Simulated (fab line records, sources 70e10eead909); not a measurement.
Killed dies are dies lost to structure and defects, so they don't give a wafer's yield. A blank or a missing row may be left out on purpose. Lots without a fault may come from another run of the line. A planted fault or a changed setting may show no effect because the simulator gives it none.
Chamber matching | flow nand_harc | NHARC_A_M1_DESCUM_14 on rie_diel-11: 4 sister chambers
The step chemistry O2, time 3 s. 20 wafers are shown with their chamber, then 10 later ones without.

WAFERS WITH THEIR CHAMBER
wafer  | chamber | drypump_motor_current_A (A) | rf_vpp_V (V) | throttle_valve_pct (%)
L075.2 | 0       | 5.8                         | 56.7         | 11.298
L075.4 | 3       | 5.6                         | 57.3         | 11.316
L075.5 | 1       | 5.9                         | 58.3         | 11.319
L077.2 | 2       | 5.5                         | 57.1         | 11.315
L077.4 | 1       | 5.9                         | 58.9         | 11.299
L077.6 | 3       | 5.6                         | 58.0         | 11.322
L078.1 | 1       | 5.8                         | 58.9         | 11.301
L078.2 | 3       | 5.6                         | 56.9         | 11.304
L078.4 | 2       | 5.5                         | 57.5         | 11.302
L079.1 | 1       | 5.9                         | 58.5         | 11.310
L079.3 | 2       | 5.5                         | 56.2         | 11.318
L079.6 | 0       | 5.8                         | 56.1         | 11.313
L083.2 | 3       | 5.6                         | 58.5         | 11.316
L083.3 | 0       | 5.9                         | 57.0         | 11.310
L083.4 | 1       | 5.9                         | 56.5         | 11.319
L085.1 | 3       | 5.6                         | 57.4         | 11.340
L085.5 | 3       | 5.5                         | 58.4         | 11.315
L085.6 | 0       | 5.8                         | 57.2         | 11.299
L087.2 | 2       | 5.5                         | 55.5         | 11.321
L087.3 | 1       | 5.8                         | 56.3         | 11.300

SIGNATURES (means of the wafers above)
reading                 | chamber 0 | chamber 1 | chamber 2 | chamber 3 | scatter within a chamber
drypump_motor_current_A | 5.825     | 5.867     | 5.500     | 5.583     | 0.0427
rf_vpp_V                | 56.750    | 57.900    | 56.575    | 57.750    | 0.875
throttle_valve_pct      | 11.30500  | 11.30800  | 11.31400  | 11.31883  | 0.00979
Rule: a wafer's distance from a chamber is the root of the sum, over the readings, of the square of ((its reading less the chamber's mean) divided by the reading's scatter). The wafer belongs to the nearest chamber; if the next one is less than 2 further off, it can't be placed. The scatter: the root of (the sum of the squares of (reading less its chamber's mean) over the shown wafers, divided by (wafers less chambers)).

WAFERS WITHOUT THEIR CHAMBER
wafer  | drypump_motor_current_A (A) | rf_vpp_V (V) | throttle_valve_pct (%)
L087.4 | 5.6                         | 57.9         | 11.306
L090.1 | 5.5                         | 56.8         | 11.319
L090.2 | 5.8                         | 57.9         | 11.309
L090.4 | 5.6                         | 58.1         | 11.307
L092.2 | 5.8                         | 57.9         | 11.310
L092.4 | 5.6                         | 57.9         | 11.321
L092.5 | 5.8                         | 56.4         | 11.317
L094.1 | 5.5                         | 55.9         | 11.303
L094.3 | 5.6                         | 58.8         | 11.313
L094.5 | 5.9                         | 57.0         | 11.326

WHICH CHAMBER EACH WENT THROUGH
wafer  | from the rows above     | in truth
L087.4 | can't be placed: 3 or 2 | 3
L090.1 | can't be placed: 2 or 3 | 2
L090.2 | can't be placed: 0 or 1 | 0
L090.4 | can't be placed: 3 or 2 | 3
L092.2 | can't be placed: 0 or 1 | 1
L092.4 | 3                       | 3
L092.5 | can't be placed: 0 or 1 | 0
L094.1 | can't be placed: 2 or 3 | 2
L094.3 | 3                       | 3
L094.5 | can't be placed: 1 or 0 | 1
Placed correctly: 2 of 10. Can't be placed from these rows: 8 (the true chamber is among the candidates in 8). Placed wrongly: 0.
